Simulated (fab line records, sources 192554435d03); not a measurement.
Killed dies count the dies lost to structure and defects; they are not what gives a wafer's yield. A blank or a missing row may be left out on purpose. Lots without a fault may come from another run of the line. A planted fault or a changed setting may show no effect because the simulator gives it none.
The same fault as seen by 2 desks + flow n5_finfet + each desk holds nothing but its own numbers, with what lay behind them at the end

== DESK OF THE TOOL OWNER: krf_scanner-01 ==
The tool's own readings at N5_WELL_APT_EXPOSE_05 (exposes mask NWELL, defocus 0 nm, target cd 200 nm): means of the sampled wafers that have a number, for each lot that ran on this tool. A lot is out of limits, marked OUT, if its mean lies more than 4 standard deviations from the usual mean; the brackets give that distance.
Columns: A = exposure_dose_mJ_cm2 at N5_WELL_APT_EXPOSE_05, usual 20.287
| lot  | first seen here | A                |
|------|-----------------|------------------|
| L437 | day 1 13:34     | 20.265           |
| L438 | day 1 19:23     | 20.284           |
| L439 | day 2 01:31     | 20.286           |
| L441 | day 2 13:31     | 20.274           |
| L447 | day 4 01:32     | 19.866 (-17) OUT |
| L448 | day 4 07:24     | 19.979 (-12) OUT |
This desk finds L447, L448 out of limits, L447 being first, at day 4 01:32 (exposure_dose_mJ_cm2 at N5_WELL_APT_EXPOSE_05). In limits: L437, L438, L439, L441.

== THE METROLOGY DESK ==
What the gauges read, lot by lot, whatever tool the lot ran on: means of the sampled wafers that have a number. A lot is out of limits, marked OUT, if its mean lies more than 4 standard deviations from the usual mean; the brackets give that distance. 7 of its 11 readings are shown, namely those furthest out on some lot.
Columns: A = DIBL_P at N5_BEOL_M4_RC_MEAS_101, usual 36.3 mV/V; B = IOFF_P at N5_BEOL_M4_RC_MEAS_101, usual 0.21 nA/um; C = ION_P at N5_BEOL_M4_RC_MEAS_101, usual 461 uA/um; D = SS_N at N5_BEOL_M4_RC_MEAS_101, usual 71.4 mV/dec; E = SS_P at N5_BEOL_M4_RC_MEAS_101, usual 73.3 mV/dec; F = VT_N at N5_BEOL_M4_RC_MEAS_101, usual 250.4 mV; G = VT_P at N5_BEOL_M4_RC_MEAS_101, usual -250 mV
| lot  | first seen here | A    | B    | C   | D    | E    | F     | G    |
|------|-----------------|------|------|-----|------|------|-------|------|
| L437 | day 1 14:58     | 35.9 | 0.18 | 453 | 71.8 | 73.4 | 252.2 | -255 |
| L438 | day 1 20:40     | 36.8 | 0.19 | 458 | 71.4 | 73.3 | 247.7 | -253 |
| L439 | day 2 03:09     | 38.4 | 0.22 | 459 | 71.3 | 74.0 | 249.5 | -252 |
| L441 | day 2 14:48     | 34.2 | 0.25 | 476 | 71.1 | 73.0 | 249.8 | -242 |
| L447 | day 4 02:49     | 35.7 | 0.20 | 455 | 71.2 | 73.0 | 251.1 | -252 |
| L448 | day 4 08:42     | 36.4 | 0.24 | 462 | 72.0 | 73.4 | 250.6 | -248 |
| L453 | day 5 14:46     | 36.5 | 0.20 | 460 | 71.9 | 73.4 | 249.3 | -252 |
| L455 | day 6 03:07     | 34.6 | 0.17 | 455 | 71.5 | 72.8 | 252.6 | -253 |
| L459 | day 7 02:56     | 37.6 | 0.24 | 466 | 71.9 | 73.5 | 249.9 | -247 |
| L460 | day 7 11:07     | 36.6 | 0.18 | 456 | 71.3 | 72.9 | 254.9 | -255 |
Finding of this desk: none of the 10 lots has anything out of limits.

== TAKEN TOGETHER ==
On L447, L448, at day 4 01:32, an alarm was possible from the tool owner's desk.
From the metrology desk's view, nothing was out of limits.
The metrology desk holds a record of L447, L448, inside its limits.
N5_WELL_APT_EXPOSE_05 was run on krf_scanner-01 by each of the lots named.

== WHAT HAD BEEN PUT IN BY THE SIMULATOR ==
Drift in process parameters on krf_scanner-01 at N5_WELL_APT_EXPOSE_05, starting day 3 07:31. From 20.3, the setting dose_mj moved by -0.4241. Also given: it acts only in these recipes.
Shown lots that were struck: L447, L448.
Hours from the fault's start to each desk's first reading out of limits: the tool owner's desk, 18.
